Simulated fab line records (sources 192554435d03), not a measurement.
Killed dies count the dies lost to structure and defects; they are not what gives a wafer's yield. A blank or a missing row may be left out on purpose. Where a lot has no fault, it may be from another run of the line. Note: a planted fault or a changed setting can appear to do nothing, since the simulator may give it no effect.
fab line records	flow n5-finfet
record: lots: 7	wafers: 21
route steps=1938 shown SD_EPI_N@268 SDB@350 HKMG_FIN@424 GATE_CUT@510 MOL_CONTACT_COAG@570 BEOL_M0_SAQP@643 BEOL_M1@770
start-h: hours from the record's opening day to when the first of the lot's shown wafers began	wait-h: hours elapsed since this lot's preceding step	" identical to the entry in the row above	L1.1+2: a single row standing in for several wafers	- no value, or no start was given	* or withheld: withheld	< > ~ a bound
route shown NAME@n: a module of which the file shows steps, and the number in the route of the first	usual: average and standard deviation across the fault-free wafers	same: alike in all rows	chamber/n: place in a boat	sites: readings site by site	_std_site: how widely they spread, as a standard deviation	_edge_site: inner sites' mean taken away from outer sites' mean	radius-mm: how far each site lies from the wafer's centre	mask NAME#n: copy n	behind: the most recent tool/chamber to have shaped the wafer	hold: cause of the lot's hold/its duration in hours/its outcome	device: transistor that didn't switch, given as n, p or np	end of line: tests of these same wafers at the route's end	step lacking rows: just its recipe	killed: the dies lost at the first sort to structure and to defects; this is not the yield of the wafer	map: a wafer's dies, marking killed ones x, the rest . and places with no die _
set.NAME: the run value of the setting; set.NAME@STEP: its run value at that earlier step	model.NAME: the simulator's own value behind a step, which no gauge read
lots with deliberately changed settings; one table per step, one row per wafer
== steps ==
step: N5_SD_EPI_N_PEB_07
recipe: peb-temp-c: 110	peb-time-s: 60	resist: CAR-ArF-block
lot.wafer	tool	chamber	start-h	wait-h	set.peb-time-s
L074.2+5+6	litho-track-03	0	50.74	0.0	60
L075.1+3+5	litho-track-03	0	56.97	0.1	60
L078.3+5+6	litho-track-05	0	74.88	0.0	60
L080.2	litho-track-03	0	86.65	0.0	47.09
L080.4+5	"	0	"	"	60
L084.1+2	litho-track-05	0	108.91	0.1	56.51
L084.3	"	0	"	"	60
L086.1	litho-track-05	0	121.98	0.1	60
L086.2+4	"	0	"	"	52.16
L092.1+4	litho-track-02	0	158.31	0.1	63.98
L092.3	"	0	"	"	60
step: N5_SD_EPI_N_DEVELOP_08
recipe: develop-time-s: 30	developer: TMAH	resist: CAR-ArF-block	dev-temp-c: 23	rinse-liquid: diw	dry: air-spin
step: N5_SD_EPI_N_CD_MEAS_09
recipe: target-cd-nm: 120	landing-energy-ev: 500	detector: se-inlens
usual: cd-nm: 120.7/0.93
lot.wafer	tool	chamber	start-h	wait-h	set.peb-time-s@SD_EPI_N_PEB_07	cd-nm
L074.2	cd-sem-01	0	50.81	-	60	120.4
L074.5	"	0	"	"	60	121.3
L074.6	"	0	"	"	60	120.6
L075.1	cd-sem-01	0	57.04	-	60	121.3
L075.3	"	0	"	"	60	120.4
L075.5	"	0	"	"	60	121.3
L078.3	cd-sem-01	0	74.95	-	60	120.2
L078.5	"	0	"	"	60	120.0
L078.6	"	0	"	"	60	120.6
L080.2	cd-sem-01	0	86.72	-	47.09	111.4
L080.4	"	0	"	"	60	121.9
L080.5	"	0	"	"	60	121.9
L084.1	cd-sem-01	0	108.97	-	56.51	116.5
L084.2	"	0	"	"	56.51	117.2
L084.3	"	0	"	"	60	120.4
L086.1	cd-sem-02	0	122.04	-	60	119.9
L086.2	"	0	"	"	52.16	114.4
L086.4	"	0	"	"	52.16	114.0
L092.1	cd-sem-02	0	158.38	-	63.98	123.2
L092.3	"	0	"	"	60	120.0
L092.4	"	0	"	"	63.98	120.8
step: N5_SD_EPI_N_DESCUM_14
recipe: chemistry: O2	time-s: 7.9	source-power-w: 50	bias-power-w: 20	pressure-mtorr: 20	rf-frequency-hz: 2.712e+07	temp-c: 40	resist: CAR-ArF-block	o2-flow-sccm: 225
lot.wafer	tool	chamber	start-h	wait-h	set.peb-time-s@SD_EPI_N_PEB_07	model.SD_EPI_N.cd-nm
L074.2	rie-diel-04	2	51.05	0.2	60	120.2
L074.5	"	3	"	"	60	120.8
L074.6	"	0	"	"	60	121
L075.1	rie-diel-05	2	57.13	0.0	60	121.8
L075.3	"	0	"	"	60	120.2
L075.5	"	0	"	"	60	121.4
L078.3	rie-diel-04	2	75.15	0.1	60	119.8
L078.5+6	"	1,2	"	"	60	120.2
L080.2	rie-diel-04	2	86.84	0.1	47.09	111.6
L080.4	"	0	"	"	60	122
L080.5	"	3	"	"	60	121.8
L084.1	rie-diel-06	3	109.06	0.0	56.51	116.6
L084.2	"	1	"	"	56.51	117.2
L084.3	"	2	"	"	60	120.6
L086.1	rie-diel-04	3	122.13	0.0	60	120
L086.2	"	0	"	"	52.16	114.8
L086.4	"	1	"	"	52.16	113.6
L092.1	rie-diel-05	1	158.61	0.2	63.98	123
L092.3	"	2	"	"	60	120
L092.4	"	1	"	"	63.98	120.6
step: N5_SD_EPI_N_ETCH_34
recipe: chemistry: CF4	target: SiARC	target-depth-a: 455	mask-material: CAR-ArF-block	time-s: 75.8	ion-energy-ev: 80	pressure-mtorr: 40	source-w: 545	bias-w: 36	Ar_flow_sccm: 100	cf4-flow-sccm: 100	ends: cleared
step: N5_SD_EPI_N_ETCH_35
recipe: chemistry: N2/H2	target: SOC	overetch-a: 1080	mask-material: SiARC	temp-c: 40	ion-energy-ev: 100	source-w: 3000	bias-w: 133	pressure-mtorr: 20	time-s: 486	n2-flow-sccm: 200	h2-flow-sccm: 200
lot.wafer	tool	chamber	start-h	wait-h	set.peb-time-s@SD_EPI_N_PEB_07	model.SD_EPI_N.cd-nm
L074.2	rie-diel-04	2	51.14	0.0	60	118.2
L074.5	"	3	"	"	60	122.4
L074.6	"	0	"	"	60	120.8
L075.1	rie-diel-05	2	57.22	0.0	60	122.2
L075.3	"	0	"	"	60	121.8
L075.5	"	0	"	"	60	123.4
L078.3	rie-diel-04	2	75.24	0.0	60	120.2
L078.5	"	1	"	"	60	120.8
L078.6	"	2	"	"	60	120.6
L080.2	rie-diel-04	2	86.93	0.0	47.09	110.8
L080.4	"	0	"	"	60	121.6
L080.5	"	3	"	"	60	122.6
L084.1	rie-diel-06	3	109.15	0.0	56.51	118.4
L084.2	"	1	"	"	56.51	116.2
L084.3	"	2	"	"	60	120.6
L086.1	rie-diel-04	3	122.22	0.0	60	118.6
L086.2	"	0	"	"	52.16	112.8
L086.4	"	1	"	"	52.16	112.2
L092.1	rie-diel-05	1	158.70	0.0	63.98	122.8
L092.3	"	2	"	"	60	120
L092.4	"	1	"	"	63.98	121.2
step: N5_SD_EPI_N_STRIP_36
recipe: chemistry: N2/H2	temp-c: 40	n2-flow-sccm: 200	h2-flow-sccm: 200	rf-frequency-hz: 6e+07
step: N5_SD_EPI_N_ETCHBACK_44
recipe: chemistry: CH3F/O2	mode: anisotropic-etchback	target: SiNx	target-depth-a: 145	stop-on: SiO2	over-etch-frac: 0.3	ion-energy-ev: 120	pressure-mtorr: 30	source-w: 395	bias-w: 73	Ar_flow_sccm: 150	CH3F_flow_sccm: 30	O2_flow_sccm: 20
lot.wafer	tool	chamber	start-h	wait-h	set.peb-time-s@SD_EPI_N_PEB_07	model.SD_EPI_N.cd-nm
L074.2	rie-diel-04	2	51.47	0.0	60	118.4
L074.5	"	3	"	"	60	122.4
L074.6	"	0	"	"	60	120.8
L075.1	rie-diel-05	2	57.54	0.0	60	122
L075.3	"	0	"	"	60	121.6
L075.5	"	0	"	"	60	123.2
L078.3	rie-diel-04	2	75.56	0.0	60	120.2
L078.5	"	1	"	"	60	121
L078.6	"	2	"	"	60	120.8
L080.2	rie-diel-04	2	87.26	0.0	47.09	110.8
L080.4	"	0	"	"	60	121.6
L080.5	"	3	"	"	60	122.8
L084.1	rie-diel-06	3	109.48	0.0	56.51	118.4
L084.2	"	1	"	"	56.51	116.2
L084.3	"	2	"	"	60	120.6
L086.1	rie-diel-04	3	122.55	0.0	60	118.8
L086.2	"	0	"	"	52.16	112.6
L086.4	"	1	"	"	52.16	112.2
L092.1	rie-diel-05	1	159.02	0.0	63.98	122.6
L092.3	"	2	"	"	60	119.8
L092.4	"	1	"	"	63.98	121
step: N5_SDB_COAT_05
recipe: resist: CAR-ArF	spin-rpm: 1500	resist-thk-nm: 90
lot.wafer	tool	chamber	start-h	wait-h	set.spin-rpm	model.CAR-ArF_of_SDB_COAT_05.thk-nm
L074.2	litho-track-05	0	-	-	1576	87.6
L074.5	"	0	"	"	1500	90
L074.6	"	0	"	"	1500	89.8
L075.1	litho-track-02	0	-	-	1500	90.4
L075.3	"	0	"	"	1500	90.2
L075.5	"	0	"	"	1413	93.2
L078.3+5+6	litho-track-02	0	-	-	1500	90.2
L080.2	litho-track-05	0	-	-	1552	88.4
L080.4	"	0	"	"	1500	90.2
L080.5	"	0	"	"	1552	88.2
L084.1	litho-track-02	0	-	-	1500	90.2
L084.2+3	"	0	"	"	1500	90
L086.1	litho-track-01	0	-	-	1500	90
L086.2	"	0	"	"	1500	89.8
L086.4	"	0	"	"	1500	89.6
L092.1	litho-track-05	0	-	-	1500	90
L092.3	"	0	"	"	1340	95.4
L092.4	"	0	"	"	1340	95.2
step: N5_SDB_EBR_07
recipe: solvent: PGMEA	ebr-width-mm: 1.5
step: N5_SDB_SOFTBAKE_06
recipe: temp-c: 110	time-s: 60	resist: CAR-ArF
step: N5_SDB_EXPOSE_08
recipe: mask-id: SDB	na: 1.35	source-shape: conventional	sigma-outer: 0.5	polarization: unpolarized	dose-mj: 49.6
step: N5_SDB_PEB_09
recipe: peb-temp-c: withheld	peb-time-s: 60	resist: CAR-ArF
step: N5_SDB_DEVELOP_10
recipe: develop-time-s: 30	developer: TMAH	resist: CAR-ArF	rinse-liquid: diw	dry: air-spin	dev-temp-c: 23
lot.wafer	tool	chamber	start-h	wait-h	set.spin-rpm@SDB_COAT_05	model.CAR-ArF_of_SDB_COAT_05.thk-nm
L074.2	litho-track-01	0	-	-	1576	86
L074.5	"	0	"	"	1500	88.2
L074.6	"	0	"	"	1500	88
L075.1+3	litho-track-02	0	-	-	1500	88.6
L075.5	"	0	"	"	1413	91.4
L078.3+5+6	litho-track-01	0	-	-	1500	88.4
L080.2+5	litho-track-01	0	-	-	1552	86.6
L080.4	"	0	"	"	1500	88.4
L084.1+2+3	litho-track-02	0	-	-	1500	88.4
L086.1	litho-track-01	0	-	-	1500	88.2
L086.2+4	"	0	"	"	1500	88
L092.1	litho-track-05	0	-	-	1500	88.2
L092.3	"	0	"	"	1340	93.8
L092.4	"	0	"	"	1340	93.6
step: N5_HKMG_FIN_COAT_06
recipe: resist: CAR-ArF	spin-rpm: 1500	resist-thk-nm: 90
lot.wafer	tool	chamber	start-h	wait-h	set.spin-rpm	model.CAR-ArF_of_HKMG_FIN_COAT_06.thk-nm
L074.2+6	litho-track-05	0	-	-	1500	90.2
L074.5	"	0	"	"	1500	90
L075.1+5	litho-track-03	0	-	-	1420	92.8
L075.3	"	0	"	"	1420	92.6
L078.3+5	litho-track-05	0	-	-	1500	89.8
L078.6	"	0	"	"	1500	90
L080.2	litho-track-05	0	-	-	1500	89.4
L080.4+5	"	0	"	"	1500	89.6
L084.1	litho-track-03	0	-	-	1500	90.2
L084.2	"	0	"	"	1448	91.6
L084.3	"	0	"	"	1448	91.8
L086.1	litho-track-04	0	-	-	1353	95
L086.2	"	0	"	"	1500	89.8
L086.4	"	0	"	"	1353	94.8
L092.1	litho-track-04	0	-	-	1364	94.2
L092.3	"	0	"	"	1500	90
L092.4	"	0	"	"	1364	94.4
step: N5_HKMG_FIN_DEVELOP_11
recipe: develop-time-s: 30	developer: TMAH	resist: CAR-ArF	dev-temp-c: 23	rinse-liquid: diw	dry: air-spin
lot.wafer	tool	chamber	start-h	wait-h	set.develop-time-s	set.spin-rpm@HKMG_FIN_COAT_06	model.CAR-ArF_of_HKMG_FIN_COAT_06.thk-nm
L074.2	litho-track-03	0	-	-	32.85	1500	88.4
L074.5	"	0	"	"	32.85	1500	88.2
L074.6	"	0	"	"	30	1500	88.4
L075.1+5	litho-track-04	0	-	-	30	1420	91
L075.3	"	0	"	"	30	1420	90.8
L078.3+5	litho-track-04	0	-	-	30	1500	88
L078.6	"	0	"	"	30	1500	88.2
L080.2+4	litho-track-04	0	-	-	30	1500	87.8
L080.5	"	0	"	"	26.99	1500	88
L084.1	litho-track-04	0	-	-	30	1500	88.6
L084.2	"	0	"	"	30	1448	89.8
L084.3	"	0	"	"	30	1448	90
L086.1	litho-track-05	0	-	-	30	1353	93.2
L086.2	"	0	"	"	30	1500	88.2
L086.4	"	0	"	"	33.02	1353	93
L092.1+4	litho-track-05	0	-	-	30	1364	92.6
L092.3	"	0	"	"	30	1500	88.4
step: N5_GATE_CUT_ALD_22
recipe: material: SiNx	target-thk-a: 160	temp-c: 400	ald-precursor-family: SiH2I2	ald-co-reactant: N2/H2-plasma	pulse-time-s: 1	ald-cycles: 320	purge-time-s: 2	co-reactant-purge-time-s: 2	pressure-torr: 2
lot.wafer	tool	chamber	start-h	wait-h	set.ald-cycles	model.SiNx_of_GATE_CUT_ALD_22.thk-nm
L074.2	ald-sin-02	3	86.47	0.0	320	15.8
L074.5+6	"	1,2	"	"	320	16
L075.1+3	ald-sin-03	3,0	92.57	0.0	320	15.8
L075.5	"	2	"	"	320	16
L078.3+5+6	ald-sin-02	1,3,0	111.84	0.0	320	16
L080.2+5	ald-sin-02	1,2	122.63	0.1	320	16
L080.4	"	3	"	"	320	15.8
L084.1	ald-sin-02	2	143.78	0.0	367	18.4
L084.2	"	0	"	"	367	18.2
L084.3	"	3	"	"	320	16
L086.1+2+4	ald-sin-02	1,2,0	159.72	0.0	320	16
L092.1	ald-sin-01	1	193.85	0.0	300	14.8
L092.3	"	2	"	"	300	15
L092.4	"	0	"	"	320	15.8
step: N5_MOL_CONTACT_COAG_EXPOSE_81
recipe: mask-id: VG	na: 0.33	source-shape: annular	sigma-inner: 0.3	sigma-outer: 0.7	polarization: unpolarized	defocus-nm: 0	dose-mj: 59.5
lot.wafer	tool	chamber	start-h	wait-h	mask	set.dose-mj
L074.2+6	euv-scanner-01	0	99.96	-	VG#0	56.49
L074.5	"	0	"	"	VG#0	59.5
L075.1+3	euv-scanner-02	0	104.35	-	VG#0	62.3
L075.5	"	0	"	"	VG#0	59.5
L078.3+5+6	euv-scanner-02	0	124.14	-	VG#0	59.5
L080.2+4	euv-scanner-02	0	136.12	-	VG#0	61.77
L080.5	"	0	"	"	VG#0	59.5
L084.1+3	euv-scanner-02	0	156.02	-	VG#0	61.11
L084.2	"	0	"	"	VG#0	59.5
L086.1	euv-scanner-02	0	172.97	-	VG#0	59.5
L086.2+4	"	0	"	"	VG#0	55.6
L092.1+3+4	euv-scanner-01	0	208.02	-	VG#0	59.5
step: N5_MOL_CONTACT_COAG_PEB_82
recipe: peb-temp-c: 100	peb-time-s: 60	resist: CAR-EUV
step: N5_MOL_CONTACT_COAG_DEVELOP_83
recipe: develop-time-s: 30	developer: TMAH	resist: CAR-EUV	rinse-liquid: surfactant-rinse	dry: air-spin	dev-temp-c: 23
step: N5_MOL_CONTACT_COAG_CD_MEAS_84
recipe: target-cd-nm: 25.1	landing-energy-ev: 500	detector: se-inlens	polarity: opening
usual: cd-nm: 25.04/0.29
lot.wafer	tool	chamber	start-h	wait-h	set.dose-mj@MOL_CONTACT_COAG_EXPOSE_81	cd-nm
L074.2	cd-sem-02	0	100.09	-	56.49	24.17
L074.5	"	0	"	"	59.5	25.61
L074.6	"	0	"	"	56.49	24.02
L075.1	cd-sem-03	0	104.49	-	62.3	25.77
L075.3	"	0	"	"	62.3	25.97
L075.5	"	0	"	"	59.5	24.78
L078.3	cd-sem-03	0	124.26	-	59.5	25.01
L078.5	"	0	"	"	59.5	24.84
L078.6	"	0	"	"	59.5	25.02
L080.2	cd-sem-03	0	136.26	-	61.77	25.87
L080.4	"	0	"	"	61.77	25.90
L080.5	"	0	"	"	59.5	24.99
L084.1	cd-sem-03	0	156.16	-	61.11	25.68
L084.2	"	0	"	"	59.5	24.74
L084.3	"	0	"	"	61.11	25.56
L086.1	cd-sem-03	0	173.11	-	59.5	25.14
L086.2	"	0	"	"	55.6	23.66
L086.4	"	0	"	"	55.6	23.68
L092.1	cd-sem-01	0	208.17	-	59.5	24.97
L092.3	"	0	"	"	59.5	24.71
L092.4	"	0	"	"	59.5	24.94
step: N5_MOL_CONTACT_COAG_PRECLEAN_144
recipe: chemistry: alkaline-clean	temp-c: 60	time-s: 60	do-ppb: 50
step: N5_MOL_CONTACT_COAG_SRD_145
recipe: dry: ipa-marangoni	time-s: 30	temp-c: 23	rinse-liquid: diw
step: N5_MOL_CONTACT_COAG_CD_MEAS_137
recipe: target-cd-nm: 16
usual: cd-nm: 16.0/0.47
lot.wafer	tool	chamber	start-h	wait-h	set.dose-mj@MOL_CONTACT_COAG_EXPOSE_81	cd-nm
L074.2	cd-sem-02	-	101.04	0.0	56.49	14.5
L074.5	"	-	"	"	59.5	15.8
L074.6	"	-	"	"	56.49	15.1
L075.1	cd-sem-02	-	105.42	0.0	62.3	17.1
L075.3	"	-	"	"	62.3	17.0
L075.5	"	-	"	"	59.5	15.4
L078.3	cd-sem-03	-	125.24	0.0	59.5	15.3
L078.5	"	-	"	"	59.5	15.7
L078.6	"	-	"	"	59.5	16.1
L080.2	cd-sem-03	-	137.59	0.0	61.77	17.0
L080.4	"	-	"	"	61.77	17.1
L080.5	"	-	"	"	59.5	15.5
L084.1	cd-sem-02	-	158.03	0.0	61.11	16.6
L084.2	"	-	"	"	59.5	15.5
L084.3	"	-	"	"	61.11	15.9
L086.1	cd-sem-02	-	174.64	0.0	59.5	16.4
L086.2	"	-	"	"	55.6	15.2
L086.4	"	-	"	"	55.6	14.7
L092.1	cd-sem-02	-	209.53	0.0	59.5	15.5
L092.3	"	-	"	"	59.5	15.6
L092.4	"	-	"	"	59.5	16.0
step: N5_BEOL_M0_SAQP_COAT_08
recipe: resist: CAR-ArF	spin-rpm: 1500	resist-thk-nm: 90
lot.wafer	tool	chamber	start-h	wait-h	set.spin-rpm	model.CAR-ArF_of_BEOL_M0_SAQP_COAT_08.thk-nm
L074.2+5	litho-track-04	0	-	-	1500	90.4
L074.6	"	0	"	"	1375	94.2
L075.1+3	litho-track-04	0	-	-	1614	86.8
L075.5	"	0	"	"	1614	87
L078.3+6	litho-track-03	0	-	-	1500	90
L078.5	"	0	"	"	1500	90.2
L080.2+5	litho-track-03	0	-	-	1500	90.2
L080.4	"	0	"	"	1377	94
L084.1	litho-track-04	0	-	-	1500	90
L084.2	"	0	"	"	1590	87
L084.3	"	0	"	"	1500	90.2
L086.1	litho-track-04	0	-	-	1360	95
L086.2	"	0	"	"	1500	90.2
L086.4	"	0	"	"	1360	94.4
L092.1+3	litho-track-03	0	-	-	1500	90
L092.4	"	0	"	"	1643	86.2
step: N5_BEOL_M0_SAQP_DEVELOP_13
recipe: develop-time-s: 30	developer: TMAH	resist: CAR-ArF	dev-temp-c: 23	rinse-liquid: diw	dry: air-spin
lot.wafer	tool	chamber	start-h	wait-h	set.develop-time-s	set.spin-rpm@BEOL_M0_SAQP_COAT_08	model.CAR-ArF_of_BEOL_M0_SAQP_COAT_08.thk-nm
L074.2+5	litho-track-01	0	-	-	30	1500	88.8
L074.6	"	0	"	"	30	1375	92.4
L075.1	litho-track-04	0	-	-	30	1614	85.2
L075.3+5	"	0	"	"	32.61	1614	85.2
L078.3+6	litho-track-04	0	-	-	30	1500	88.2
L078.5	"	0	"	"	30	1500	88.4
L080.2+5	litho-track-03	0	-	-	34.22	1500	88.4
L080.4	"	0	"	"	30	1377	92.2
L084.1+3	litho-track-04	0	-	-	30	1500	88.4
L084.2	"	0	"	"	30	1590	85.2
L086.1	litho-track-03	0	-	-	30	1360	93.2
L086.2	"	0	"	"	30	1500	88.4
L086.4	"	0	"	"	30	1360	92.8
L092.1	litho-track-04	0	-	-	24.23	1500	88.6
L092.3	"	0	"	"	30	1500	88.4
L092.4	"	0	"	"	24.23	1643	84.8
step: N5_BEOL_M1_ETCH_64
recipe: chemistry: N2/H2	target: SOC	target-depth-a: 750	overetch-a: 150	mask-material: SiARC	temp-c: 40	time-s: 112.5	ion-energy-ev: 200	pressure-mtorr: 30	source-w: 840	bias-w: 150	n2-flow-sccm: 200	h2-flow-sccm: 200
usual: rf-vpp-V: 523.6/2.8
lot.wafer	tool	chamber	start-h	wait-h	set.source-w	rf-vpp-V
L074.2	rie-diel-01	0	120.77	0.0	840	525.8
L074.5	"	0	"	"	840	526.1
L074.6	"	1	"	"	840	520.8
L075.1	rie-diel-01	1	126.09	0.0	711.1	550.4
L075.3	"	0	"	"	840	526.6
L075.5	"	1	"	"	711.1	549.9
L078.3	rie-diel-02	3	146.18	0.0	840	528.3
L078.5	"	3	"	"	840	527.5
L078.6	"	2	"	"	840	521.1
L080.2	rie-diel-02	1	157.69	0.0	840	522.8
L080.4	"	0	"	"	840	521.7
L080.5	"	1	"	"	840	523.4
L084.1	rie-diel-03	2	178.41	0.0	840	525.1
L084.2	"	0	"	"	840	525.2
L084.3	"	3	"	"	840	523.3
L086.1	rie-diel-03	2	195.03	0.0	840	526.0
L086.2	"	3	"	"	887.9	513.6
L086.4	"	0	"	"	887.9	515.4
L092.1	rie-diel-02	0	234.82	0.0	840	521.4
L092.3	"	1	"	"	772.4	537.0
L092.4	"	2	"	"	840	519.0
step: N5_BEOL_M1_COAT_76
recipe: resist: underlayer	temp-c: 205	time-s: 60	spin-rpm: 1500	resist-thk-nm: 5
lot.wafer	tool	chamber	start-h	wait-h	set.spin-rpm
L074.2+6	litho-track-05	0	-	-	1500
L074.5	"	0	"	"	1388
L075.1+5	litho-track-03	0	-	-	1395
L075.3	"	0	"	"	1500
L078.3+5+6	litho-track-03	0	-	-	1500
L080.2+4+5	litho-track-04	0	-	-	1500
L084.1	litho-track-05	0	-	-	1663
L084.2+3	"	0	"	"	1500
L086.1+2	litho-track-03	0	-	-	1500
L086.4	"	0	"	"	1642
L092.1+3	litho-track-05	0	-	-	1547
L092.4	"	0	"	"	1500
step: N5_BEOL_M1_COAT_22
recipe: resist: CAR-EUV	spin-rpm: 1500	resist-thk-nm: 30
step: N5_BEOL_M1_EBR_24
recipe: solvent: PGMEA	ebr-width-mm: 1.5
step: N5_BEOL_M1_DESCUM_33
recipe: chemistry: O2	time-s: 7	source-power-w: 50	bias-power-w: 20	pressure-mtorr: 20	rf-frequency-hz: 2.712e+07	temp-c: 40	resist: CAR-EUV	o2-flow-sccm: 225
step: N5_BEOL_M1_ETCH_77
recipe: chemistry: N2/H2	target: underlayer	target-depth-a: 65	mask-material: CAR-EUV	time-s: 5.2	ion-energy-ev: 200	pressure-mtorr: 30	source-w: 840	bias-w: 150	n2-flow-sccm: 200	h2-flow-sccm: 200	ends: cleared
lot.wafer	tool	chamber	start-h	wait-h	set.spin-rpm@BEOL_M1_COAT_76	model.etch.depth-nm
L074.2	rie-diel-02	0	121.79	0.0	1500	4.982
L074.5	"	1	"	"	1388	5.188
L074.6	"	0	"	"	1500	4.981
L075.1	rie-diel-01	0	127.05	0.0	1395	5.189
L075.3	"	3	"	"	1500	5.018
L075.5	"	3	"	"	1395	5.206
L078.3	rie-diel-02	3	147.19	0.0	1500	5.005
L078.5+6	"	2,3	"	"	1500	5.013
L080.2	rie-diel-03	3	158.74	0.0	1500	4.992
L080.4+5	"	0,2	"	"	1500	4.98
L084.1	rie-diel-03	2	179.54	0.0	1663	4.742
L084.2+3	"	1,3	"	"	1500	4.98
L086.1	rie-diel-02	1	195.99	0.0	1500	5.007
L086.2	"	3	"	"	1500	5.028
L086.4	"	0	"	"	1642	4.8
L092.1	rie-diel-03	2	235.77	0.0	1547	4.928
L092.3	"	3	"	"	1547	4.932
L092.4	"	1	"	"	1500	5.012
== key ==
split: step: N5_SD_EPI_N_PEB_07	setting: peb-time-s	stated: 60	by: wafer
response: step: N5_SD_EPI_N_CD_MEAS_09	reading: cd-nm	change: +0.47	per: 1%	r: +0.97
response: step: N5_SD_EPI_N_DESCUM_14	reading: model.SD_EPI_N.cd-nm	change: +0.465	per: 1%	r: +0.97
response: step: N5_SD_EPI_N_ETCH_35	reading: model.SD_EPI_N.cd-nm	change: +0.499	per: 1%	r: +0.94
response: step: N5_SD_EPI_N_ETCHBACK_44	reading: model.SD_EPI_N.cd-nm	change: +0.508	per: 1%	r: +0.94
split: step: N5_SDB_COAT_05	setting: spin-rpm	stated: 1500	by: wafer
response: step: N5_SDB_COAT_05	reading: model.CAR-ArF_of_SDB_COAT_05.thk-nm	change: -0.495	per: 1%	r: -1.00
response: step: N5_SDB_DEVELOP_10	reading: model.CAR-ArF_of_SDB_COAT_05.thk-nm	change: -0.496	per: 1%	r: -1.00
split: step: N5_HKMG_FIN_COAT_06	setting: spin-rpm	stated: 1500	by: wafer
response: step: N5_HKMG_FIN_COAT_06	reading: model.CAR-ArF_of_HKMG_FIN_COAT_06.thk-nm	change: -0.495	per: 1%	r: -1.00
response: step: N5_HKMG_FIN_DEVELOP_11	reading: model.CAR-ArF_of_HKMG_FIN_COAT_06.thk-nm	change: -0.476	per: 1%	r: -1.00
split: step: N5_HKMG_FIN_DEVELOP_11	setting: develop-time-s	stated: 30	by: wafer
response none clear
split: step: N5_GATE_CUT_ALD_22	setting: ald-cycles	stated: 320	by: wafer
response: step: N5_GATE_CUT_ALD_22	reading: model.SiNx_of_GATE_CUT_ALD_22.thk-nm	change: +0.155	per: 1%	r: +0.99
split: step: N5_MOL_CONTACT_COAG_EXPOSE_81	setting: dose-mj	stated: 59.5	by: wafer
response: step: N5_MOL_CONTACT_COAG_CD_MEAS_84	reading: cd-nm	change: +0.25	per: 1%	r: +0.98
response: step: N5_MOL_CONTACT_COAG_CD_MEAS_137	reading: cd-nm	change: +0.27	per: 1%	r: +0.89
split: step: N5_BEOL_M0_SAQP_COAT_08	setting: spin-rpm	stated: 1500	by: wafer
response: step: N5_BEOL_M0_SAQP_COAT_08	reading: model.CAR-ArF_of_BEOL_M0_SAQP_COAT_08.thk-nm	change: -0.455	per: 1%	r: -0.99
response: step: N5_BEOL_M0_SAQP_DEVELOP_13	reading: model.CAR-ArF_of_BEOL_M0_SAQP_COAT_08.thk-nm	change: -0.452	per: 1%	r: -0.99
split: step: N5_BEOL_M0_SAQP_DEVELOP_13	setting: develop-time-s	stated: 30	by: wafer
response none clear
split: step: N5_BEOL_M1_ETCH_64	setting: source-w	stated: 840	by: wafer
response: step: N5_BEOL_M1_ETCH_64	reading: rf-vpp-V	change: -1.69	per: 1%	r: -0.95
split: step: N5_BEOL_M1_COAT_76	setting: spin-rpm	stated: 1500	by: wafer
response: step: N5_BEOL_M1_ETCH_77	reading: model.etch.depth-nm	change: -0.0239	per: 1%	r: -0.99
